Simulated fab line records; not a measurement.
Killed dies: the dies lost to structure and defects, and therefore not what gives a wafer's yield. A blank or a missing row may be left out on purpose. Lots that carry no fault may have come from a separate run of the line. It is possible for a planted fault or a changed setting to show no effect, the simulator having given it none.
Matching of chambers -- flow n5-finfet -- 4 sister chambers for N5_FIN_SAQP_SPACER2_ETCHBACK_29 on rie-diel-02
The step etches SiO2 in CHF3/O2, target depth 12.2 nm, time 6.1 s. 4 wafers are shown with their chamber, then 10 later ones without.

## EACH WAFER AND ITS CHAMBER
wafer,chamber,rf-vpp-V (V)
L087.4,2,503
L087.5,0,521
L090.3,3,519
L090.4,1,524

## WAFERS WITH NO CHAMBER GIVEN
wafer,rf-vpp-V (V)
L090.5,520
L091.1,520
L091.2,504
L091.3,519
L094.1,523
L094.5,521
L094.6,524
L096.1,504
L096.2,519
L096.4,525

## WHICH CHAMBER EACH ONE RAN IN
wafer,from the rows above,in truth
L090.5,can't be placed: 0 or 3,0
L091.1,can't be placed: 0 or 3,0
L091.2,2,2
L091.3,3,3
L094.1,can't be placed: 1 or 0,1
L094.5,0,0
L094.6,1,1
L096.1,2,2
L096.2,3,3
L096.4,1,1
Correct placement for 7 of the 10. Cannot be placed on the basis of these rows: 3; the candidates contain the true chamber in 3. Number placed wrongly: 0.
How it was worked out, from the rows above alone: a wafer's distance from a chamber is the root of the sum, over the readings, of the square of ((its reading less the chamber's mean) divided by the reading's scatter). The wafer belongs to the nearest chamber; if the next one is less than 2 further off, it can't be placed. A chamber's mean is the mean of its shown wafers. The scatter (one wafer shown for each chamber): square how far every hidden wafer sits from the nearest shown wafer, average those squares and take the square root.
